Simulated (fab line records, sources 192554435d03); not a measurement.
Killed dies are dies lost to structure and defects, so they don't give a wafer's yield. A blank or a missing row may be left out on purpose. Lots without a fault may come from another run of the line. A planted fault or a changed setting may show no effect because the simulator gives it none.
fab line records | flow n5_finfet | part 2 of 2: steps 36 to 43 of 43
record lots=6 wafers=18 last_day=17
route steps=1938 shown BEOL_M11@1566 BEOL_M12@1602 BEOL_M15@1830
lots that met no fault: from a run of the same line without faults
start_h: hours from the record's first day to the start of the lot's first wafer shown | wait_h: hours since the lot's step before | " the same as in the row above | L1.1+2: a row that stands for several wafers | - no value, or no start given | * or withheld: withheld | < > ~ a bound
route shown NAME@n: a module of which the file shows steps, and the number in the route of the first | usual: mean/standard deviation of fault-free wafers | same: alike in all rows | chamber/n: place in a boat | sites: the reading at each site | _std_site: their standard deviation | _edge_site: outer sites' mean less inner sites' | radius_mm: how far each site lies from the wafer's centre | mask NAME#n: copy n | behind: the tool/chamber that last shaped the wafer | hold: why the lot was held/for how many hours/how that ended | device: the transistor (n, p or np) that didn't switch | end of line: the same wafers' tests at the end of the route | a step without rows: its recipe alone | killed: dies lost to structure and defects at the first sort, not the wafer's yield | map: a wafer's dies, x killed, . not, _ none there
set.NAME: the setting as run; set.NAME@STEP: as run at that earlier step | model.NAME: the simulator's own value behind a step, which no gauge read
lots at some steps of the route; a table a step, a row a wafer
services: from which hour (start_h, from the record's first day; less than 0 if before it) a tool's chamber was out of use, for how many hours, and why
## steps
# step N5_BEOL_M11_INSPECT_58
# recipe inspect_instrument=darkfield mode=post_dep
# usual raw_defect_count=75/25
# columns lot.wafer tool chamber start_h wait_h raw_defect_count
L458.1 defect_inspect-01 - 226.39 0.0 49
L458.4 " - " " 57
L458.5 " - " " 58
L461.1 defect_inspect-01 - 239.02 0.0 64
L461.3 " - " " 101
L461.4 " - " " 109
L467.2 defect_inspect-02 - 293.77 0.0 94
L467.3 " - " " 56
L467.4 " - " " 68
L469.2 defect_inspect-01 - 304.20 0.0 95
L469.3 " - " " 89
L469.6 " - " " 62
L473.3 defect_inspect-01 - 320.66 0.0 70
L473.5 " - " " 54
L473.6 " - " " 99
L478.2 defect_inspect-01 - 365.49 0.0 40
L478.3 " - " " 57
L478.5 " - " " 70
# step N5_BEOL_M12_ILD_DEP_00
# recipe material=SiOC target_thk_a=6589.2 temp_c=350 precursor=DEMS/O2 pressure_torr=5 rf_w=500 time_s=130.7
# step N5_BEOL_M12_THK_MEAS_01
# recipe reads=SiOC_of_BEOL_M12_ILD_DEP_00
# usual M12_ILD_THK=660/9.8
# columns lot.wafer tool chamber start_h wait_h M12_ILD_THK[nm]
L458.1 film_metro-02 - 226.56 0.1 652
L458.4 " - " " 675
L458.5 " - " " 661
L461.1 film_metro-01 - 239.18 0.1 654
L461.3 " - " " 644
L461.4 " - " " 660
L467.2 film_metro-01 - 293.93 0.1 661
L467.3 " - " " 664
L467.4 " - " " 671
L469.2 film_metro-02 - 304.37 0.1 655
L469.3 " - " " 655
L469.6 " - " " 677
L473.3 film_metro-01 - 320.83 0.1 651
L473.5 " - " " 660
L473.6 " - " " 666
L478.2 film_metro-01 - 365.66 0.1 649
L478.3 " - " " 645
L478.5 " - " " 660
# step N5_BEOL_M12_COAT_58
# recipe resist=BARC temp_c=205 time_s=60 spin_rpm=1500 resist_thk_nm=89
# step N5_BEOL_M12_COAT_04
# recipe spin_rpm=1625 resist_thk_nm=400
# step N5_BEOL_M12_EBR_06
# recipe solvent=PGMEA ebr_width_mm=1.5
# step N5_BEOL_M12_SOFTBAKE_05
# recipe temp_c=130 time_s=60
# step N5_BEOL_M15_RC_MEAS_101
# usual COMB_M10=1.46e-11/2.8e-12 COMB_M12=6.6e-12/1.4e-12 COMB_M12_max_site=9.5e-12/2.1e-12 COMB_M13=5.1e-12/1.1e-12 COMB_M14=3.8e-12/7.8e-13 COMB_M15=2.8e-12/5.2e-13 COMB_M5=3.6e-11/6.8e-12 COMB_M6=2.5e-11/5.8e-12 COMB_M7=2.6e-11/5.5e-12 COMB_M8=2.6e-11/4.5e-12 COMB_M9=1.46e-11/2.9e-12 SERP_M10=3.04/0.091 SERP_M10_max_site=3.14/0.093 SERP_M11=3.09/0.094 SERP_M11_max_site=3.19/0.096 SERP_M12=0.636/0.017 SERP_M13=0.311/0.0067 SERP_M14=0.158/0.0049 SERP_M5=38.7/1.7 SERP_M6=13.8/0.5 SERP_M6_max_site=14.3/0.58 SERP_M7=13.8/0.57 SERP_M8=13.6/0.5 SERP_M9=3.10/0.1 SERP_M9_max_site=3.21/0.1
# columns lot.wafer tool chamber start_h wait_h COMB_M10[S/m] COMB_M12[S/m] COMB_M12_max_site[S/m] COMB_M13[S/m] COMB_M14[S/m] COMB_M15[S/m] COMB_M5[S/m] COMB_M6[S/m] COMB_M7[S/m] COMB_M8[S/m] COMB_M9[S/m] SERP_M10[ohm/um] SERP_M10_max_site[ohm/um] SERP_M11[ohm/um] SERP_M11_max_site[ohm/um] SERP_M12[ohm/um] SERP_M13[ohm/um] SERP_M14[ohm/um] SERP_M5[ohm/um] SERP_M6[ohm/um] SERP_M6_max_site[ohm/um] SERP_M7[ohm/um] SERP_M8[ohm/um] SERP_M9[ohm/um] SERP_M9_max_site[ohm/um]
L458.1 prober-01 0 254.87 0.0 1.42e-11 6.4e-12 8.2e-12 7.1e-12 2.6e-12 3.3e-12 4.2e-11 3.1e-11 3.2e-11 2.3e-11 1.55e-11 2.95 3.01 3.00 3.09 0.662 0.316 0.157 41.2 13.4 14.1 12.7 13.6 2.88 3.12
L458.4 " 0 " " 1.37e-11 5.5e-12 7.7e-12 4.5e-12 3.3e-12 3e-12 3.9e-11 3e-11 3.9e-11 2.5e-11 1.15e-11 3.15 3.20 3.11 3.14 0.647 0.307 0.150 38.0 14.3 14.9 13.7 13.9 3.07 3.14
L458.5 " 0 " " 1.12e-11 6.9e-12 9.7e-12 4.2e-12 2.9e-12 2.6e-12 4.3e-11 2e-11 3.1e-11 3.3e-11 1.51e-11 2.96 3.07 2.95 3.11 0.673 0.322 0.162 38.3 14.1 14.5 12.9 13.0 3.05 3.12
L461.1 prober-02 0 266.63 0.0 1.66e-11 7.9e-12 1e-11 7e-12 3.7e-12 3.5e-12 3.6e-11 2.9e-11 3.5e-11 2.9e-11 1.86e-11 3.00 3.10 3.07 3.15 0.636 0.322 0.160 38.4 13.9 15.0 14.5 13.7 3.14 3.17
L461.3 " 0 " " 1.76e-11 6.4e-12 1.03e-11 5.3e-12 2.9e-12 3.3e-12 4.4e-11 2.2e-11 2.3e-11 2.6e-11 1.58e-11 3.02 3.05 3.01 3.12 0.624 0.299 0.150 39.3 13.9 14.4 13.9 13.1 3.05 3.11
L461.4 " 0 " " 1.75e-11 6.4e-12 7.3e-12 6.2e-12 4.8e-12 3e-12 4.5e-11 3e-11 2.5e-11 2.6e-11 1.51e-11 2.94 3.10 3.08 3.20 0.668 0.307 0.160 37.2 14.3 15.2 14.3 13.3 3.14 3.19
L467.2 prober-02 0 320.11 0.2 1.39e-11 5.7e-12 7.2e-12 5.6e-12 3.3e-12 2.5e-12 3.6e-11 2.3e-11 3.3e-11 3.2e-11 1.41e-11 3.09 3.21 5.37 5.45 0.637 0.318 0.154 39.6 13.4 14.0 14.2 13.5 3.10 3.29
L467.3 " 0 " " 1.11e-11 6.7e-12 1.02e-11 5.7e-12 4.8e-12 2.5e-12 4.3e-11 2e-11 1.6e-11 2.7e-11 1.9e-11 2.95 3.06 5.36 5.56 0.669 0.306 0.162 36.3 13.9 15.0 13.6 12.5 3.20 3.26
L467.4 " 0 " " 1.31e-11 9.8e-12 1.38e-11 4.9e-12 3.9e-12 3.3e-12 3.3e-11 2.4e-11 2.3e-11 2.7e-11 1.67e-11 3.12 3.20 3.19 3.24 0.628 0.307 0.160 35.8 13.2 13.7 14.4 13.7 3.18 3.29
L469.2 prober-02 0 327.23 0.2 1.63e-11 6.6e-12 1.14e-11 7e-12 4.4e-12 2.8e-12 4.2e-11 1.7e-11 3.8e-11 2.4e-11 1.32e-11 3.03 3.08 5.49 5.68 0.626 0.317 0.161 38.7 14.5 15.6 13.4 13.8 3.04 3.10
L469.3 " 0 " " 1.31e-11 7.8e-12 1.01e-11 8.4e-12 4.4e-12 3.1e-12 2.4e-11 2.3e-11 3.7e-11 2.2e-11 1.27e-11 3.15 3.22 5.55 5.63 0.621 0.308 0.163 40.6 13.9 14.6 14.1 14.0 3.12 3.24
L469.6 " 0 " " 1.76e-11 6.7e-12 9.2e-12 8.9e-12 4.1e-12 3.2e-12 4.6e-11 2.1e-11 2.6e-11 2.1e-11 1.73e-11 3.12 3.20 3.07 3.20 0.604 0.310 0.158 37.9 14.0 14.5 13.7 13.8 3.00 3.07
L473.3 prober-02 0 351.39 0.3 1.31e-11 6.7e-12 7.5e-12 5.4e-12 5.7e-12 2.5e-12 3.1e-11 1.8e-11 2.6e-11 2.5e-11 2.27e-11 3.05 3.08 3.11 3.17 0.603 0.312 0.148 37.4 13.8 14.5 13.7 14.4 3.07 3.29
L473.5 " 0 " " 2.19e-11 5.9e-12 8.3e-12 5.1e-12 4.8e-12 3e-12 3.6e-11 2.5e-11 2.4e-11 3.2e-11 1.92e-11 2.94 3.04 3.10 3.22 0.639 0.314 0.154 37.7 14.0 14.9 13.9 13.7 2.83 3.05
L473.6 " 0 " " 1.65e-11 5.9e-12 9.1e-12 3.6e-12 4.1e-12 2.3e-12 4.6e-11 1.6e-11 2.4e-11 2.5e-11 1.27e-11 2.98 3.06 3.23 3.28 0.639 0.313 0.152 39.7 13.6 14.5 14.0 13.3 3.10 3.37
L478.2 prober-01 0 389.28 0.2 1.27e-11 6.1e-12 9.9e-12 4.6e-12 4.2e-12 2.3e-12 4.3e-11 2.8e-11 2.8e-11 2.8e-11 1.38e-11 3.05 3.16 3.14 3.20 0.632 0.330 0.164 38.4 13.8 14.1 13.8 13.2 3.21 3.34
L478.3 " 0 " " 9e-12 4.8e-12 9.1e-12 5.6e-12 4.6e-12 2.6e-12 3.5e-11 3.6e-11 2.2e-11 2.5e-11 1.23e-11 2.97 3.03 2.91 2.97 0.643 0.313 0.158 35.5 14.2 14.7 14.0 13.2 3.12 3.17
L478.5 " 0 " " 1.14e-11 7.6e-12 1.27e-11 4.4e-12 3.7e-12 3e-12 5.3e-11 3.8e-11 2.8e-11 2.7e-11 1.3e-11 3.10 3.18 3.21 3.32 0.655 0.327 0.162 38.3 13.2 13.8 13.6 13.4 3.24 3.36
# sites SERP_M11 radius_mm=0,75,75,75,75,140,140,140,140
L458.1 3.04 3.00 3.05 3.09 3.03 2.90 2.93 2.92 2.89
L461.1 3.01 3.07 3.14 3.04 3.04 3.04 3.15 3.14 3.13
L467.2 5.40 5.45 5.37 5.43 5.43 5.35 5.26 5.32 5.26
L469.2 5.39 5.48 5.49 5.62 5.40 5.52 5.56 5.68 5.46
L473.3 3.11 3.10 3.12 3.12 3.11 3.12 3.10 3.10 3.17
L478.2 3.20 3.16 3.18 3.14 3.18 3.07 3.07 3.09 3.10
## services
# columns tool chamber start_h hours kind
cmp-03 - 219.00 2.2 repair
rie_diel-04 1 220.95 - clean
rie_diel-04 1 220.95 - consumable_replace:focus_ring
rie_diel-04 1 220.95 21.6 scheduled_down
rie_diel-04 1 220.95 21.6 vent_cycle
cmp-01 - 221.34 4.7 pm
cmp-04 - 223.57 4.0 pm
cmp-04 - 227.57 - consumable_replace:conditioner
cmp-04 - 247.54 5.0 repair
rie_diel-04 2 265.06 - clean
rie_diel-04 2 265.06 - consumable_replace:focus_ring
rie_diel-04 2 265.06 27.9 scheduled_down
rie_diel-04 2 265.06 27.9 vent_cycle
cmp-03 - 299.53 7.0 pm
cmp-01 - 303.82 4.0 pm
pvd_sputter-01 - 310.44 9.1 repair
cmp-04 - 318.51 3.0 repair
cmp-01 - 320.38 5.9 pm
rie_diel-02 0 324.30 6.3 repair
rie_diel-05 0 324.47 - clean
rie_diel-05 0 324.47 - consumable_replace:focus_ring
rie_diel-05 0 324.47 21.5 scheduled_down
rie_diel-05 0 324.47 21.5 vent_cycle
pvd_sputter-03 - 336.33 4.2 repair
## key
first_sign step=N5_BEOL_M11_TRENCH_ETCH_37 reading=oes_product_au direction=down sigmas=2.5 usual=0.82 struck=0.61 wafers_moved=2
effect step=N5_BEOL_M11_OCD_MEAS_38 reading=trench_depth_nm direction=down sigmas=19 usual=147.7 struck=93.4
effect step=N5_BEOL_M11_THK_MEAS_53 reading=M11_THK direction=down sigmas=16 usual=140 struck=85
effect step=N5_BEOL_M11_RS_MEAS_57 reading=M11_RS direction=up sigmas=29 usual=0.153 struck=0.267
effect step=N5_BEOL_M15_RC_MEAS_101 reading=SERP_M11 direction=up sigmas=25 usual=3.09 struck=5.44
model_effect step=N5_BEOL_M11_TRENCH_ETCH_37 value=etch.depth_nm without=146.2 struck=93.44
model_effect step=N5_BEOL_M11_CMP_52 value=Cu_of_BEOL_M11_ECD_50.thk_nm without=137.2 struck=84.45
met_at N5_BEOL_M11_TRENCH_ETCH_37
struck_wafers L467.2,L467.3,L469.2,L469.3
sort_left_out L467.2,L467.3,L469.2,L469.3
onset_between 222.74 290.37
fault kind=process_parameter_drift tool=rie_diel-05 chamber=- onset_h=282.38 steps=N5_BEOL_M11_TRENCH_ETCH_37 channel=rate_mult offset=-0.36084 shape=step end_h=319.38 scope=struck_wafers_only
# sort_left_out: the simulated sort isn't trusted on such a fault, so these wafers' sort isn't shown, and their yield isn't known
